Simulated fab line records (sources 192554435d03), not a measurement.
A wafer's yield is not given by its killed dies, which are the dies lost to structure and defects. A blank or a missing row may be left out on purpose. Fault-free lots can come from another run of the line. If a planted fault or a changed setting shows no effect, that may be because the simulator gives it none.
fab line records | flow n5Finfet | part 1 of 2: steps 1 to 28 of 39
record lots=5 wafers=15 lastDay=19
route steps=1938 shown SD_EPI_P@314 SD_ACTIVATION@330 ILD0@335 SDB@347
lots that met no fault: from a run of the same line without faults
startH: start of the lot's first displayed wafer, in hours after the record's first day | waitH: time in hours since the lot's previous step | " unchanged from the row above | L1.1+2: a row that stands for several wafers | - no value present, or no start provided | * or withheld: withheld | < > ~ a bound
route shown NAME@n: NAME is a module with steps in the file, n the number in the route of the first one | usual: the fault-free wafers' mean and standard deviation | same: alike in all rows | chamber/n: place in a boat | sites: the reading at each site | _std_site: the values' standard deviation | _edge_site: inner sites' mean taken away from outer sites' mean | radiusMm: how far each site lies from the wafer's centre | mask NAME#n: copy n | behind: the tool/chamber that last shaped the wafer | hold: the reason the lot was held/the length of the hold in hours/how it ended | device: the transistor (n, p or np) that didn't switch | end of line: the route-end tests of the same wafers | a step with no rows: only its recipe | killed: dies that structure and defects cost at the first sort, which is not the same as the wafer's yield | map: shows each die of a wafer: x if killed, . if not, _ if none is there
set.NAME: the setting the step ran with; set.NAME@STEP: the setting that earlier step ran with | model.NAME: the simulator's own value behind a step, which no gauge read
certain route steps with their lots: each step a table, each wafer a row
services: a tool's chamber out of use, with start hour (startH, from the record's first day; less than 0 if before it), hours out, and reason
## steps
# step N5_SD_EPI_P_SD_RECESS_17
# recipe chemistry=HBr/Cl2/O2 targetDepthA=391 btTimeS=3 pressureMtorr=10 icpW=800 biasW=112 HBr_flow_sccm=150 Cl2_flow_sccm=80 O2_flow_sccm=12
# usual drypumpMotorCurrentA=6.0/0.4 oes_o_777_au=1.000/0.016 oesProductAu=1.000/0.017 throttleValvePct=37.0/0.34
# same btTimeS=3
# columns lot.wafer tool chamber startH waitH drypumpMotorCurrentA oes_o_777_au oesProductAu rfHoursCounterH throttleValvePct
L078.2 rieSi-03 3 78.85 0.0 5.2 0.971 0.979 36 36.9
L078.3 " 1 " " 6.1 0.995 1.002 59 36.8
L078.4 " 0 " " 5.8 0.984 0.989 189 37.7
L088.1 rieSi-03 2 145.14 0.0 5.9 1.015 1.009 92 37.0
L088.2 " 0 " " 5.8 0.984 0.981 190 37.7
L088.3 " 1 " " 6.0 1.002 0.998 60 36.8
L090.1 rieSi-02 2 151.24 0.0 6.4 0.987 0.992 185 36.9
L090.3 " 3 " " 5.9 0.989 0.985 49 36.8
L090.5 " 3 " " 5.9 0.991 0.972 - 36.8
L092.1 rieSi-02 3 164.56 0.0 5.9 0.987 0.984 49 36.8
L092.3 " 1 " " 6.6 1.002 1.008 28 36.8
L092.5 " 2 " " 6.5 0.992 1.002 - 36.9
L095.1 rieSi-03 2 182.04 0.0 5.9 1.025 1.014 93 37.0
L095.2 " 3 " " 5.1 0.977 0.975 38 37.0
L095.5 " 3 " " 5.1 0.984 0.977 - 36.9
# step N5_SD_EPI_P_WET_ETCH_45
# recipe chemistry=dHF dilution=withheld timeS=10.7 target=SiO2 targetDepthA=20 tempC=25 dry=ipaMarangoni rinseTimeS=30 rinseTempC=23
# usual rinseTempC=23.01/0.11
# columns lot.wafer tool chamber startH waitH rinseTempC
L078.2 wetBench-04 5 78.94 0.1 22.99
L078.3 " 1 " " 22.97
L078.4 " 0 " " 23.09
L088.1 wetBench-06 4 145.24 0.1 23.03
L088.2 " 1 " " 22.84
L088.3 " 5 " " 22.76
L090.1 wetBench-06 3 151.34 0.1 22.91
L090.3 " 4 " " 23.07
L090.5 " 5 " " 23.00
L092.1 wetBench-06 1 164.66 0.1 23.04
L092.3 " 4 " " 23.13
L092.5 " 0 " " 23.05
L095.1 wetBench-03 2 182.13 0.1 23.01
L095.2 " 7 " " 23.00
L095.5 " 1 " " 22.99
# step N5_SD_EPI_P_STRIP_40
# recipe chemistry=N2/H2 powerW=1000 tempC=250 h2Frac=0.65 overashFraction=0.3 pressureMtorr=withheld n2FlowSccm=1750 h2FlowSccm=3250
# usual drypumpMotorCurrentA=6.1/0.34 heaterPowerW=329/48 oesProductAu=0.763/0.01
# columns lot.wafer tool chamber startH waitH drypumpMotorCurrentA heaterPowerW oesProductAu rfHoursCounterH
L078.2 plasmaAsher-02 0 79.30 0.3 6.1 386 0.761 38
L078.3 " 0 " " 6.1 378 0.757 -
L078.4 " 1 " " 6.5 292 0.775 -
L088.1 plasmaAsher-01 1 145.29 0.0 5.5 341 0.767 89
L088.2 " 0 " " 5.7 265 0.750 89
L088.3 " 0 " " 5.7 265 0.761 -
L090.1 plasmaAsher-02 1 151.40 0.0 6.5 299 0.770 56
L090.3 " 1 " " 6.5 284 0.761 -
L090.5 " 0 " " 6.1 370 0.765 -
L092.1 plasmaAsher-01 1 164.71 0.0 5.5 359 0.779 93
L092.3 " 1 " " 5.5 353 0.764 -
L092.5 " 1 " " 5.5 346 0.768 -
L095.1 plasmaAsher-02 0 182.18 0.0 6.1 378 0.750 64
L095.2 " 1 " " 6.5 289 0.769 64
L095.5 " 0 " " 6.2 380 0.775 -
# step N5_SD_EPI_P_PRECLEAN_52
# recipe chemistry=O3/DIW timeS=60 tempC=22 o3Ppm=10
# columns lot.wafer tool chamber startH waitH
L078.2+3+4 wetBench-06 0,1,5 79.39 -
L088.1+2+3 wetBench-06 2,3,7 145.38 -
L090.1+3+5 wetBench-04 5,3,6 151.48 -
L092.1+3+5 wetBench-04 1,2,0 164.80 -
L095.1+2+5 wetBench-04 5,6,3 182.27 -
# step N5_SD_EPI_P_SRD_20
# recipe dry=ipaMarangoni doPpb=5 timeS=30 tempC=23 rinseLiquid=diw
# columns lot.wafer tool chamber startH waitH
L078.2+3+4 wetBench-06 0,1,5 79.41 0.0
L088.1+2+3 wetBench-06 2,3,7 145.40 0.0
L090.1+3+5 wetBench-04 5,3,6 151.50 0.0
L092.1+3+5 wetBench-04 1,2,0 164.82 0.0
L095.1+2+5 wetBench-04 5,6,3 182.29 0.0
# step N5_SD_EPI_P_PRECLEAN_51
# recipe chemistry=NF3:NH3 afsCycles=1 tempC=30 timeS=20 sublimationTempC=180 sublimationTimeS=60 pressureTorr=3 rfPowerW=30
# columns lot.wafer tool chamber startH waitH
L078.2+3+4 epiRpcvd-03 0 79.50 0.1
L088.1+2+3 epiRpcvd-01 0 145.44 0.0
L090.1+3+5 epiRpcvd-03 0 151.55 0.0
L092.1+3+5 epiRpcvd-04 0 164.87 0.0
L095.1+2+5 epiRpcvd-04 0 182.34 0.0
# step N5_SD_EPI_P_VAPOR_ETCH_44
# recipe chemistry=NF3/Ar target=SiGe30 tempC=25 timeS=3.3 mode=isotropic
# columns lot.wafer tool chamber startH waitH
L078.2+3+4 epiRpcvd-03 0 79.74 0.2
L088.1+2+3 epiRpcvd-01 0 145.62 0.1
L090.1+3+5 epiRpcvd-03 0 151.79 0.2
L092.1+3+5 epiRpcvd-04 0 165.05 0.1
L095.1+2+5 epiRpcvd-04 0 182.52 0.1
# step N5_SD_EPI_P_EPI_21
# recipe material=SiGe:B dopant=B tempC=550 pressureTorr=20 ambient=H2 timeS=355
# columns lot.wafer tool chamber startH waitH
L078.2+3+4 epiRpcvd-03 0 80.42 0.6
L088.1+2+3 epiRpcvd-01 0 145.80 0.1
L090.1+3+5 epiRpcvd-03 0 152.03 0.2
L092.1+3+5 epiRpcvd-04 0 165.23 0.1
L095.1+2+5 epiRpcvd-04 0 182.70 0.1
# step N5_SD_EPI_P_EPI_MEAS_23
# recipe mode=xrd
# usual thkNm=60.8/1.2
# columns lot.wafer tool chamber startH waitH thkNm
L078.2 filmMetro-02 - 82.86 2.0 59.7
L078.3 " - " " 60.5
L078.4 " - " " 58.5
L088.1 filmMetro-01 - 148.00 1.8 61.7
L088.2 " - " " 60.9
L088.3 " - " " 60.1
L090.1 filmMetro-02 - 154.95 2.4 61.3
L090.3 " - " " 60.9
L090.5 " - " " 60.1
L092.1 filmMetro-01 - 167.44 1.9 58.6
L092.3 " - " " 59.5
L092.5 " - " " 63.3
L095.1 filmMetro-01 - 184.90 1.8 61.1
L095.2 " - " " 60.3
L095.5 " - " " 61.5
# step N5_SD_EPI_P_HM_STRIP_48
# recipe chemistry=H3PO4 tempC=160 material=SiNx target=SiNx targetDepthA=30 overetchFraction=0.3
# usual bathGuardTempC=159.9/0.48
# columns lot.wafer tool chamber startH waitH bathGuardTempC
L078.2 wetBench-03 7 82.89 0.0 160.7
L078.3 " 1 " " 160.3
L078.4 " 5 " " 160.1
L088.1 wetBench-06 6 148.05 0.0 159.1
L088.2 " 0 " " 160.6
L088.3 " 1 " " 160.0
L090.1 wetBench-03 0 154.98 0.0 160.1
L090.3 " 1 " " 160.0
L090.5 " 4 " " 160.4
L092.1 wetBench-06 2 167.48 0.0 160.1
L092.3 " 6 " " 159.3
L092.5 " 3 " " 160.6
L095.1 wetBench-04 6 184.93 0.0 158.9
L095.2 " 0 " " 159.3
L095.5 " 4 " " 159.4
# step N5_SD_EPI_P_SRD_49
# recipe dry=ipaMarangoni timeS=30 tempC=23 rinseLiquid=diw
# columns lot.wafer tool chamber startH waitH
L078.2+3+4 wetBench-03 7,1,5 82.95 0.0
L088.1+2+3 wetBench-06 6,0,1 148.10 0.0
L090.1+3+5 wetBench-03 0,1,4 155.03 0.0
L092.1+3+5 wetBench-06 2,6,3 167.53 0.0
L095.1+2+5 wetBench-04 6,0,4 184.98 0.0
# step N5_SD_EPI_P_PRECLEAN_24
# recipe chemistry=O3/DIW timeS=45 tempC=22 o3Ppm=10
# columns lot.wafer tool chamber startH waitH
L078.2+3+4 wetBench-03 7,1,5 82.97 0.0
L088.1+2+3 wetBench-06 6,0,1 148.12 0.0
L090.1+3+5 wetBench-03 0,1,4 155.05 0.0
L092.1+3+5 wetBench-06 2,6,3 167.55 0.0
L095.1+2+5 wetBench-04 6,0,4 185.00 0.0
# step N5_SD_EPI_P_PRECLEAN_32
# recipe chemistry=dHF timeS=10 dilution=500:1 tempC=25
# columns lot.wafer tool chamber startH waitH
L078.2+3+4 wetBench-03 7,1,5 82.98 0.0
L088.1+2+3 wetBench-06 6,0,1 148.13 0.0
L090.1+3+5 wetBench-03 0,1,4 155.07 0.0
L092.1+3+5 wetBench-06 2,6,3 167.56 0.0
L095.1+2+5 wetBench-04 6,0,4 185.02 0.0
# step N5_SD_EPI_P_PRECLEAN_33
# recipe chemistry=SC2 timeS=45 tempC=35 mix=1:1:50
# usual bathGuardTempC=34.9/0.46
# columns lot.wafer tool chamber startH waitH bathGuardTempC
L078.2 wetBench-03 7 82.99 0.0 34.9
L078.3 " 1 " " 35.2
L078.4 " 5 " " 34.9
L088.1 wetBench-06 6 148.13 0.0 34.5
L088.2 " 0 " " 35.2
L088.3 " 1 " " 34.8
L090.1 wetBench-03 0 155.07 0.0 35.0
L090.3 " 1 " " 35.0
L090.5 " 4 " " 35.1
L092.1 wetBench-06 2 167.57 0.0 34.8
L092.3 " 6 " " 34.3
L092.5 " 3 " " 35.4
L095.1 wetBench-04 6 185.02 0.0 34.2
L095.2 " 0 " " 34.1
L095.5 " 4 " " 34.4
# step N5_SD_EPI_P_SRD_25
# recipe timeS=30 tempC=23 rinseLiquid=diw dry=ipaMarangoni
# columns lot.wafer tool chamber startH waitH
L078.2+3+4 wetBench-03 7,1,5 83.00 0.0
L088.1+2+3 wetBench-06 6,0,1 148.15 0.0
L090.1+3+5 wetBench-03 0,1,4 155.08 0.0
L092.1+3+5 wetBench-06 2,6,3 167.58 0.0
L095.1+2+5 wetBench-04 6,0,4 185.03 0.0
# step N5_SD_EPI_P_INSPECT_26
# recipe inspectInstrument=darkfield mode=postEpi
# usual rawDefectCount=205/41
# columns lot.wafer tool chamber startH waitH rawDefectCount
L078.2 defectInspect-02 - 83.04 0.0 166
L078.3 " - " " 189
L078.4 " - " " 169
L088.1 defectInspect-02 - 148.19 0.0 304
L088.2 " - " " 248
L088.3 " - " " 252
L090.1 defectInspect-01 - 155.12 0.0 151
L090.3 " - " " 195
L090.5 " - " " 172
L092.1 defectInspect-01 - 167.62 0.0 197
L092.3 " - " " 265
L092.5 " - " " 309
L095.1 defectInspect-01 - 185.07 0.0 192
L095.2 " - " " 225
L095.5 " - " " 163
# step N5_SD_ACTIVATION_RTA_00
# recipe tempC=975 timeS=0 ambient=N2 idleTempC=600 rampUpCPerS=150 rampDownCPerS=60 coolToC=600
# usual lampPowerPct=8.95/0.055 wafer_temp_C_max=975.3/1.8
# columns lot.wafer tool chamber startH waitH lampPowerPct wafer_temp_C_max
L078.2 rtpAnneal-01 0 83.35 0.3 8.91 975.9
L078.3 " 0 " " 8.98 977.3
L078.4 " 0 " " 8.97 972.6
L088.1 rtpAnneal-02 0 148.22 0.0 8.98 973.2
L088.2 " 0 " " 9.00 975.3
L088.3 " 0 " " 8.90 974.1
L090.1 rtpAnneal-01 0 155.19 0.1 8.92 974.6
L090.3 " 0 " " 9.05 973.1
L090.5 " 0 " " 8.94 979.0
L092.1 rtpAnneal-01 0 167.75 0.1 8.96 973.2
L092.3 " 0 " " 9.03 976.8
L092.5 " 0 " " 8.92 972.9
L095.1 rtpAnneal-01 0 185.10 0.0 8.90 975.6
L095.2 " 0 " " 8.89 976.8
L095.5 " 0 " " 8.89 976.1
# step N5_SD_ACTIVATION_LSA_01
# recipe tempC=1080 timeS=0.0008 ambient=N2
# usual wafer_temp_C_max=1083.1/0.82
# columns lot.wafer tool chamber startH waitH wafer_temp_C_max
L078.2 laserAnneal-01 0 83.55 0.2 1083.0
L078.3 " 0 " " 1083.5
L078.4 " 0 " " 1083.6
L088.1 laserAnneal-01 0 148.44 0.2 1084.7
L088.2 " 0 " " 1083.0
L088.3 " 0 " " 1083.4
L090.1 laserAnneal-01 0 155.39 0.2 1082.3
L090.3 " 0 " " 1082.2
L090.5 " 0 " " 1082.9
L092.1 laserAnneal-01 0 167.96 0.2 1084.0
L092.3 " 0 " " 1083.2
L092.5 " 0 " " 1084.6
L095.1 laserAnneal-02 0 185.30 0.2 1083.5
L095.2 " 0 " " 1083.2
L095.5 " 0 " " 1083.5
# step N5_SD_ACTIVATION_RS_MEAS_03
# recipe thkMeasGauge=four-point-probe
# usual RS_SD_N=21.9/0.31 RS_SD_P=56.3/0.91
# columns lot.wafer tool chamber startH waitH RS_SD_N[ohm/sq] RS_SD_P[ohm/sq]
L078.2 filmMetro-02 - 83.74 0.2 22.0 56.8
L078.3 " - " " 22.0 56.0
L078.4 " - " " 22.1 56.3
L088.1 filmMetro-02 - 148.65 0.2 22.1 55.8
L088.2 " - " " 21.9 55.7
L088.3 " - " " 21.8 56.1
L090.1 filmMetro-02 - 155.59 0.2 21.7 55.1
L090.3 " - " " 21.8 55.2
L090.5 " - " " 21.3 55.2
L092.1 filmMetro-01 - 168.16 0.2 21.7 57.4
L092.3 " - " " 21.9 57.0
L092.5 " - " " 21.9 57.6
L095.1 filmMetro-02 - 185.50 0.2 22.2 56.4
L095.2 " - " " 22.0 57.1
L095.5 " - " " 21.6 56.6
# step N5_SD_ACTIVATION_INSPECT_02
# recipe inspectInstrument=darkfield mode=postAnneal
# usual rawDefectCount=204/42
# columns lot.wafer tool chamber startH waitH rawDefectCount
L078.2 defectInspect-01 - 84.05 0.1 177
L078.3 " - " " 175
L078.4 " - " " 164
L088.1 defectInspect-01 - 148.97 0.2 321
L088.2 " - " " 258
L088.3 " - " " 268
L090.1 defectInspect-02 - 155.91 0.2 138
L090.3 " - " " 176
L090.5 " - " " 167
L092.1 defectInspect-01 - 168.48 0.2 196
L092.3 " - " " 257
L092.5 " - " " 325
L095.1 defectInspect-02 - 185.83 0.2 195
L095.2 " - " " 216
L095.5 " - " " 170
# step N5_ILD0_LINER_00
# recipe material=SiNx targetThkA=40 tempC=400 aldPrecursorFamily=SiH2I2 aldCoReactant=N2/H2-plasma pulseTimeS=1 purgeTimeS=2 coReactantPurgeTimeS=2 aldCycles=80 pressureTorr=2
# usual heaterPowerW=849/62 precursorPulseHeightRel=0.999/0.022
# columns lot.wafer tool chamber startH waitH heaterPowerW precursorPulseHeightRel
L078.2 aldSin-03 2 84.08 0.0 887 0.972
L078.3 " 3 " " 926 1.027
L078.4 " 0 " " 883 0.985
L088.1 aldSin-02 1 149.30 0.3 857 1.014
L088.2 " 2 " " 778 0.972
L088.3 " 3 " " 919 1.019
L090.1 aldSin-04 3 155.95 0.0 819 1.028
L090.3 " 2 " " 756 0.995
L090.5 " 2 " " 766 1.015
L092.1 aldSin-04 3 168.52 0.0 862 1.006
L092.3 " 2 " " 758 1.016
L092.5 " 3 " " 840 0.979
L095.1 aldSin-02 3 187.24 1.4 936 1.057
L095.2 " 1 " " 862 1.012
L095.5 " 1 " " 893 1.001
# step N5_ILD0_FCVD_FILL_01
# recipe material=SiO2_flowable targetThkA=2000 tempC=100 pressureTorr=0.8 rfW=2000 timeS=328.3
# columns lot.wafer tool chamber startH waitH
L078.2+3+4 fcvd-02 1,1,0 84.50 0.2
L088.1+2+3 fcvd-02 0,1,1 149.71 0.2
L090.1+3+5 fcvd-01 0,0,1 156.36 0.2
L092.1+3+5 fcvd-01 0,1,0 168.93 0.2
L095.1+2+5 fcvd-02 0 187.65 0.2
# step N5_ILD0_CURE_02
# recipe tempC=450 timeS=1800 ambient=steam idleTempC=400 rampUpCPerMin=5 rampDownCPerMin=3 densificationPH2oTorr=640
# columns lot.wafer tool chamber startH waitH
L078.2+3+4 furnace-03 0 84.89 0.3
L088.1+2+3 furnace-03 0 150.11 0.3
L090.1+3+5 furnace-02 0 156.76 0.3
L092.1+3+5 furnace-02 0 169.33 0.3
L095.1+2+5 furnace-01 0 188.41 0.6
# step N5_ILD0_CMP_03
# recipe stopOn=SiNx tOverpolishS=1.9 postCmpClean=alkalineBrush downForcePsi=4.1491 platenRpm=51.796 padVelocityMS=1.0306 targetThkNm=197.38
# usual motorCurrentA=12.7/0.94 overpolishRunS=1.900/0.0097 retainingRingPressureFrac=0.999/0.0049 timeToEndpointS=69/4.2
# columns lot.wafer tool chamber startH waitH motorCurrentA overpolishRunS retainingRingPressureFrac timeToEndpointS
L078.4 cmp-04 2 86.45 0.0 12.4 1.915 0.999 64
L078.3 " 3 " " 12.6 1.897 0.993 66
L078.2 " 0 " " 11.5 1.897 0.997 66
L088.2 cmp-01 2 151.66 0.0 13.9 1.901 0.991 70
L088.1 " 3 " " 11.6 1.906 0.994 66
L088.3 " 0 " " 13.7 1.907 0.995 72
L090.3 cmp-04 3 158.39 0.1 12.7 1.905 0.993 64
L090.1 " 0 " " 11.3 1.884 0.998 64
L090.5 " 1 " " 13.8 1.886 0.998 66
L092.1 cmp-01 2 171.02 0.2 13.3 1.906 1.001 70
L092.3 " 1 " " 13.7 1.886 1.001 63
L092.5 " 3 " " 12.2 1.885 1.006 67
L095.1 cmp-04 0 189.97 0.0 11.7 1.880 1.003 68
L095.2 " 1 " " 13.0 1.912 0.997 70
L095.5 " 1 " " 14.0 1.904 0.992 66
# step N5_ILD0_THK_MEAS_04
# usual thkNm=197.2/1
# columns lot.wafer tool chamber startH waitH thkNm
L078.2 filmMetro-02 - 86.74 - 198.3
L078.3 " - " " 197.8
L078.4 " - " " 197.9
L088.1 filmMetro-02 - 151.96 - 196.5
L088.2 " - " " 197.6
L088.3 " - " " 199.0
L090.1 filmMetro-01 - 158.61 - 195.3
L090.3 " - " " 197.5
L090.5 " - " " 197.1
L092.1 filmMetro-01 - 171.31 - 197.7
L092.3 " - " " 197.2
L092.5 " - " " 195.6
L095.1 filmMetro-01 - 190.27 - 196.9
L095.2 " - " " 197.5
L095.5 " - " " 197.3
# step N5_ILD0_CMP_07
# recipe stopOn=poly-Si material=SiO2_flowable tOverpolishS=1.18 postCmpClean=alkalineBrush downForcePsi=4.1491 platenRpm=51.796 padVelocityMS=1.0306 targetThkNm=138.88
# usual motorCurrentA=12.7/0.77 retainingRingPressureFrac=1.000/0.0054
# columns lot.wafer tool chamber startH waitH motorCurrentA retainingRingPressureFrac
L078.4 cmp-04 1 86.77 0.0 13.3 1.008
L078.2 " 2 " " 12.4 0.994
L078.3 " 3 " " 12.7 1.000
L088.1 cmp-01 3 152.08 0.1 12.0 0.995
L088.2 " 0 " " 13.7 1.010
L088.3 " 1 " " 13.0 1.002
L090.3 cmp-04 2 158.64 0.0 12.7 1.000
L090.1 " 3 " " 12.3 1.000
L090.5 " 3 " " 13.0 1.000
L092.1 cmp-01 1 171.38 0.1 13.1 0.993
L092.3 " 2 " " 13.0 1.003
L092.5 " 1 " " 12.8 0.999
L095.1 cmp-04 1 190.30 0.0 13.4 1.001
L095.2 " 0 " " 11.6 0.997
L095.5 " 1 " " 13.3 0.999
# step N5_ILD0_THK_MEAS_08
# usual thkNm=139.1/0.92
# columns lot.wafer tool chamber startH waitH thkNm
L078.2 filmMetro-02 - 87.06 - 140.1
L078.3 " - " " 139.7
L078.4 " - " " 139.0
L088.1 filmMetro-01 - 152.37 - 139.6
L088.2 " - " " 139.3
L088.3 " - " " 140.3
L090.1 filmMetro-02 - 158.93 - 136.8
L090.3 " - " " 138.1
L090.5 " - " " 137.8
L092.1 filmMetro-01 - 171.64 - 139.7
L092.3 " - " " 140.4
L092.5 " - " " 139.8
L095.1 filmMetro-02 - 190.59 - 138.5
L095.2 " - " " 138.4
L095.5 " - " " 139.2
# step N5_ILD0_PRECLEAN_10
# recipe chemistry=NF3:NH3 afsCycles=5 timeS=20 tempC=30 sublimationTempC=180 sublimationTimeS=60 pressureTorr=3 rfPowerW=30
# columns lot.wafer tool chamber startH waitH
L078.2+3+4 remotePlasma-01 1 87.21 0.1
L088.1+2+3 remotePlasma-01 0 152.41 0.0
L090.1+3+5 remotePlasma-01 1 158.97 0.0
L092.1+3+5 remotePlasma-01 0 171.68 0.0
L095.1+2+5 remotePlasma-01 0 190.63 0.0
